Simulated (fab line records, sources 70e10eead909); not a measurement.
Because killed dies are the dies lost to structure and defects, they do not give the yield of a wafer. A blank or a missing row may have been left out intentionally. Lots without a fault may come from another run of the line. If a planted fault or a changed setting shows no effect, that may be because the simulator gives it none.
Matching of chambers :: flow nand_harc :: NHARC_A_CONTACT_ETCH_48 on rie_diel-04 has 4 sister chambers
The step etches the open film in CF4, target depth 39 nm, time 65 s. 4 wafers are shown with their chamber, then 7 later ones without.

EACH WAFER AND ITS CHAMBER
wafer: L792.4
chamber: 2
drypump_motor_current_A (A): 5.7

wafer: L792.5
chamber: 3
drypump_motor_current_A (A): 6.2

wafer: L801.5
chamber: 1
drypump_motor_current_A (A): 5.1

wafer: L800.5
chamber: 0
drypump_motor_current_A (A): 6.8

WAFERS WITH NO CHAMBER GIVEN
wafer: L800.6
drypump_motor_current_A (A): 5.7

wafer: L802.1
drypump_motor_current_A (A): 5.7

wafer: L802.5
drypump_motor_current_A (A): 6.2

wafer: L802.6
drypump_motor_current_A (A): 6.8

wafer: L803.1
drypump_motor_current_A (A): 6.2

wafer: L803.2
drypump_motor_current_A (A): 5.7

wafer: L803.6
drypump_motor_current_A (A): 6.3

EACH ONE'S CHAMBER
wafer: L800.6
from the rows above: 2
in truth: 2

wafer: L802.1
from the rows above: 2
in truth: 2

wafer: L802.5
from the rows above: 3
in truth: 3

wafer: L802.6
from the rows above: 0
in truth: 0

wafer: L803.1
from the rows above: 3
in truth: 3

wafer: L803.2
from the rows above: 2
in truth: 2

wafer: L803.6
from the rows above: 3
in truth: 3
7 of 7 placed correctly. Left unplaced by these rows: 0. Wrongly placed: 0.
How it was worked out, from the rows above alone: a wafer's distance from a chamber is the root of the sum, over the readings, of the square of ((its reading less the chamber's mean) divided by the reading's scatter). If the next closest chamber is less than 2 further off than the closest, the wafer can't be placed; otherwise it belongs to the closest. For every chamber, the mean is computed from those of its wafers that are shown. The scatter (one wafer shown for each chamber): square how far every hidden wafer sits from the nearest shown wafer, average those squares and take the square root.
